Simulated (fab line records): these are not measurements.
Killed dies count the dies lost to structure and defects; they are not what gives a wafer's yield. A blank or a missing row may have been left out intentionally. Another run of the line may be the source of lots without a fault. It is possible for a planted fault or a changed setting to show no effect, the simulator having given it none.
Chamber matching + flow nand_harc + ald_hk-01 running NHARC_A_CHANNEL_FILL_D1_ALD_02: 4 sister chambers
The step deposits SiO2, target thk 6 nm, pulse time 10 s, ald cycles 60. 4 wafers are shown with their chamber, then 10 later ones without.

WAFERS WITH THEIR CHAMBER
| wafer  | chamber | heater_power_w (W) |
|--------|---------|--------------------|
| L091.1 | 3       | 440                |
| L091.3 | 1       | 352                |
| L091.2 | 0       | 435                |
| L091.4 | 2       | 382                |

WAFERS WITHOUT THEIR CHAMBER
| wafer  | heater_power_w (W) |
|--------|--------------------|
| L091.6 | 448                |
| L092.2 | 440                |
| L092.3 | 375                |
| L092.4 | 445                |
| L093.3 | 446                |
| L093.5 | 446                |
| L093.6 | 446                |
| L095.1 | 344                |
| L095.5 | 354                |
| L095.6 | 447                |

EACH ONE'S CHAMBER
| wafer  | from the rows above     | in truth |
|--------|-------------------------|----------|
| L091.6 | can't be placed: 3 or 0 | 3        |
| L092.2 | can't be placed: 3 or 0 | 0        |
| L092.3 | 2                       | 2        |
| L092.4 | can't be placed: 3 or 0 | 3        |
| L093.3 | can't be placed: 3 or 0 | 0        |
| L093.5 | can't be placed: 3 or 0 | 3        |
| L093.6 | can't be placed: 3 or 0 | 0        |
| L095.1 | 1                       | 1        |
| L095.5 | 1                       | 1        |
| L095.6 | can't be placed: 3 or 0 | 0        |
Correct placement for 3 of the 10. Can't be placed from these rows: 7 (the true chamber is among the candidates in 7). Number placed wrongly: 0.
How it was worked out, from the rows above alone: a wafer's distance from a chamber is the root of the sum, over the readings, of the square of ((its reading less the chamber's mean) divided by the reading's scatter). If the next closest chamber is less than 2 further off than the closest, the wafer can't be placed; otherwise it belongs to the closest. For every chamber, the mean is computed from those of its wafers that are shown. The scatter: root of mean squared gap, hidden wafer to nearest shown wafer, with one shown wafer a chamber.
